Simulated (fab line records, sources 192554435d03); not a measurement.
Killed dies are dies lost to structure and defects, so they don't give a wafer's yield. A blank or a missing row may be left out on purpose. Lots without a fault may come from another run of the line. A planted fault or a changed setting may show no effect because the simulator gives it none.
Split-lot experiment | flow n5_finfet | 7 lots, 39 wafers read, on a route of 1938 steps

THE SPLIT
At N5_FIN_SAQP_HM_DEP_72 (deposits SiO2 from SiH4/N2O, target thk 12 nm, time 7.2 s), the setting time_s was moved away from the recipe's 7.2 s on 15 of the 39 wafers read, by -58.6% to +38.1%. The other wafers ran this setting at the recipe's value.

FROM THE SPLIT TO THE READING: what the file shows between them, 4 steps
- N5_FIN_SAQP_COAT_49: time 60 s, resist thk 100 nm
- N5_FIN_SAQP_COAT_50: time 60 s, resist thk 35 nm
- N5_FIN_SAQP_ETCH_52: etches SOC in N2/H2, target depth 100 nm, overetch 20 nm, time 150 s
- N5_FIN_SAQP_STRIP_53: strips in N2/H2

THE READING
etch.depth_nm (the simulator's own value, which no gauge read), in nm, at N5_FIN_SAQP_HM_OPEN_73 (chemistry CHF3/O2, target SiO2, stops on a-Si, target depth 12 nm, time 16.8 s). The file gives no usual value for it. The 24 wafers here that ran the recipe average 11.822 nm, standard deviation 0.2 nm.

wafer  | tool, chamber at the split | time_s as run, s | against the recipe | etch.depth_nm, nm | against lot-mates on the recipe
L076.1 | pecvd-03, 1                | 7.2              | recipe             | 11.4              | -
L076.2 | pecvd-03, 0                | 7.2              | recipe             | 11.49             | -
L076.3 | pecvd-03, 2                | 9.94             | +38.1%             | 16.25             | +4.703
L076.4 | pecvd-03, 1                | 9.94             | +38.1%             | 16.49             | +4.943
L076.5 | pecvd-03, 0                | 7.2              | recipe             | 11.75             | -
L076.6 | pecvd-03, 2                | 9.94             | +38.1%             | 16.41             | +4.863
L077.1 | pecvd-03, 1                | 7.2              | recipe             | 11.71             | -
L077.2 | pecvd-03, 2,0              | 7.2              | recipe             | 11.75             | -
L077.4 | pecvd-03, 2,0              | 7.2              | recipe             | 11.75             | -
L077.3 | pecvd-03, 0                | 4.352            | -39.6%             | 7.124             | -4.613
L077.5 | pecvd-03, 1                | 4.352            | -39.6%             | 6.977             | -4.760
L077.6 | pecvd-03, 2                | 4.352            | -39.6%             | 7.095             | -4.642
L083.1 | pecvd-03, 0,1              | 7.2              | recipe             | 11.8              | -
L083.3 | pecvd-03, 0,1              | 7.2              | recipe             | 11.8              | -
L083.5 | pecvd-03, 0                | 7.2              | recipe             | 11.83             | -
L085.1 | pecvd-04, 0                | 7.2              | recipe             | 12.04             | -
L085.2 | pecvd-04, 2                | 7.2              | recipe             | 11.94             | -
L085.3 | pecvd-04, 1                | 9.643            | +33.9%             | 16.06             | +4.033
L085.4 | pecvd-04, 0                | 9.643            | +33.9%             | 16.5              | +4.473
L085.5 | pecvd-04, 1                | 7.2              | recipe             | 12.1              | -
L085.6 | pecvd-04, 2                | 9.643            | +33.9%             | 16.39             | +4.363
L086.1 | pecvd-03, 2                | 7.2              | recipe             | 11.77             | -
L086.2 | pecvd-03, 0                | 7.2              | recipe             | 11.42             | -
L086.3 | pecvd-03, 1                | 3.106            | -56.9%             | 4.814             | -6.863
L086.4 | pecvd-03, 1                | 7.2              | recipe             | 11.84             | -
L086.5 | pecvd-03, 2                | 3.106            | -56.9%             | 5.08              | -6.597
L086.6 | pecvd-03, 0                | 3.106            | -56.9%             | 4.907             | -6.770
L088.1 | pecvd-04, 1                | 7.2              | recipe             | 11.65             | -
L088.2 | pecvd-04, 0                | 2.98             | -58.6%             | 5.065             | -6.772
L088.3 | pecvd-04, 2                | 7.2              | recipe             | 11.9              | -
L088.4 | pecvd-04, 2                | 7.2              | recipe             | 11.96             | -
L088.5 | pecvd-04, 0                | 2.98             | -58.6%             | 4.839             | -6.998
L088.6 | pecvd-04, 1                | 2.98             | -58.6%             | 4.817             | -7.020
L097.1 | pecvd-01, 2                | 7.2              | recipe             | 11.76             | -
L097.2 | pecvd-01, 0,2,0            | 7.2              | recipe             | 11.92             | -
L097.4 | pecvd-01, 0,2,0            | 7.2              | recipe             | 11.92             | -
L097.6 | pecvd-01, 0,2,0            | 7.2              | recipe             | 11.92             | -
L097.3 | pecvd-01, 1                | 7.2              | recipe             | 12.13             | -
L097.5 | pecvd-01, 1                | 7.2              | recipe             | 12.19             | -
Where a row lists several chambers, the file gives one row for several wafers and doesn't say which wafer went through which chamber.

THE FIT
A straight line over all 39 wafers: etch.depth_nm changes by +0.121 nm for each +1% of time_s; r = +1.00; the points scatter about the line by 0.21 nm.
The same after taking each lot's own level away (the mean of its wafers on the recipe; 39 wafers): +0.121 nm for each +1%; r = +1.00; scatter 0.15 nm.
On that fit, the largest move of time_s shifts the reading by 7.1 nm.
The lots' own levels span 11.5467 to 12.0267 nm, that is 2.4 times the standard deviation above.
So the lot-to-lot level changes the slope little: the two slopes agree.
Check: with one of the wafers moved furthest among these (-58.6%) left out of the fit, the line predicts -7.05 nm for it against its lot-mates. It came out at -6.77 nm against them.

THE WHOLE CHAIN: every reading that the file lists as answering this split, in the file's order
step                   | what it does                                                                   | reading                                                                            | change (the file's fit)              | r (the file's)
N5_FIN_SAQP_HM_DEP_72  | deposits SiO2 from SiH4/N2O, target thk 12 nm, time 7.2 s                      | SiO2_of_FIN_SAQP_HM_DEP_72.thk_nm (the simulator's own value, which no gauge read) | +0.12 nm for each +1% of the setting | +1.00
N5_FIN_SAQP_HM_OPEN_73 | chemistry CHF3/O2, target SiO2, stops on a-Si, target depth 12 nm, time 16.8 s | etch.depth_nm (the simulator's own value, which no gauge read)                     | +0.12 nm for each +1% of the setting | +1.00

THE FILE'S OWN FIT
etch.depth_nm changes by +0.12 nm for each +1% of time_s, r = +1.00.
